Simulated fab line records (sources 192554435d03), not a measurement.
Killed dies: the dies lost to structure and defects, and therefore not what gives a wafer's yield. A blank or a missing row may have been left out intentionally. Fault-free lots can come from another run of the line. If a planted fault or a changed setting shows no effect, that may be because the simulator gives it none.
Split-lot study | flow n5_finfet | on a route of 1938 steps: 7 lots, 21 wafers read

## THE SPLIT
At N5_BEOL_M13_SPUTTER_44 (material Ta, target thk 10 nm, time 16.13 s), the setting power_w was moved away from the recipe's 15000 W on 9 of the 21 wafers read, by -5.9% to +17.7%. All remaining wafers had this setting at the recipe value.

The reading is taken at the split's own step.

## THE READING
Ta_of_BEOL_M13_SPUTTER_44.thk_nm (the simulator's own value, which no gauge read), in nm, at N5_BEOL_M13_SPUTTER_44 (material Ta, target thk 10 nm, time 16.13 s). The file gives no usual value for it. Here, 12 wafers ran the recipe; their average is 10.0 nm with a standard deviation of 0.13 nm.

wafer  | tool, chamber at the split | power_w as run, W | against the recipe | Ta_of_BEOL_M13_SPUTTER_44.thk_nm, nm | against lot-mates on the recipe
L080.2 | pvd_sputter-02, -          | 15000             | recipe             | 9.8                                  | -
L080.3 | pvd_sputter-02, -          | 14170             | -5.5%              | 9.4                                  | -0.4
L080.6 | pvd_sputter-02, -          | 14170             | -5.5%              | 9.4                                  | -0.4
L084.1 | pvd_sputter-01, -          | 15000             | recipe             | 10                                   | -
L084.4 | pvd_sputter-01, -          | 15000             | recipe             | 10                                   | -
L084.2 | pvd_sputter-01, -          | 15000             | recipe             | 10.2                                 | -
L083.4 | pvd_sputter-02, -          | 14120             | -5.9%              | 9.4                                  | -0.4
L083.5 | pvd_sputter-02, -          | 14120             | -5.9%              | 9.2                                  | -0.6
L083.6 | pvd_sputter-02, -          | 15000             | recipe             | 9.8                                  | -
L085.1 | pvd_sputter-02, -          | 15000             | recipe             | 9.8                                  | -
L085.3 | pvd_sputter-02, -          | 15000             | recipe             | 10                                   | -
L085.4 | pvd_sputter-02, -          | 15000             | recipe             | 10.2                                 | -
L086.1 | pvd_sputter-01, -          | 17660             | +17.7%             | 11.4                                 | +1.4
L086.2 | pvd_sputter-01, -          | 15000             | recipe             | 10                                   | -
L086.5 | pvd_sputter-01, -          | 17660             | +17.7%             | 11.8                                 | +1.8
L088.3 | pvd_sputter-02, -          | 15000             | recipe             | 10                                   | -
L088.6 | pvd_sputter-02, -          | 15000             | recipe             | 10                                   | -
L088.4 | pvd_sputter-02, -          | 17170             | +14.5%             | 11.4                                 | +1.4
L092.2 | pvd_sputter-02, -          | 15960             | +6.4%              | 10.8                                 | +0.8
L092.3 | pvd_sputter-02, -          | 15000             | recipe             | 10                                   | -
L092.5 | pvd_sputter-02, -          | 15960             | +6.4%              | 10.6                                 | +0.6

THE FIT
A straight line over all 21 wafers: Ta_of_BEOL_M13_SPUTTER_44.thk_nm changes by +0.0972 nm for each +1% of power_w; r = +0.98; the points scatter about the line by 0.14 nm.
The same after taking each lot's own level away (the mean of its wafers on the recipe; 21 wafers): +0.0906 nm for each +1%; r = +0.98; scatter 0.12 nm.
The reading moves by 1.6 nm for the largest change in power_w, on that fit.
The span of the lots' own levels, 9.80 to 10.07 nm, comes to 2.1 times the standard deviation stated above.
So the lot-to-lot level changes the slope little: the two slopes agree.
Check: for one of the wafers moved furthest among these (+17.7%), held out of the fit, the line's prediction against its lot-mates is +1.74 nm. It came out at +1.4 nm against them.

## THE OTHER SPLITS THESE WAFERS WENT THROUGH
Before the reading, these wafers also passed through other splits. Each is held against what the fit with the lots' levels taken away leaves over:
other split on the same wafers | wafers away from the commonest value | r with Ta_of_BEOL_M13_SPUTTER_44.thk_nm (lot level and that fit taken away)
N5_BEOL_M13_ETCH_68 time_s     | 9                                    | -0.10

## THE FILE'S OWN FIT
Ta_of_BEOL_M13_SPUTTER_44.thk_nm changes by +0.0925 nm for each +1% of power_w, r = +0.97.
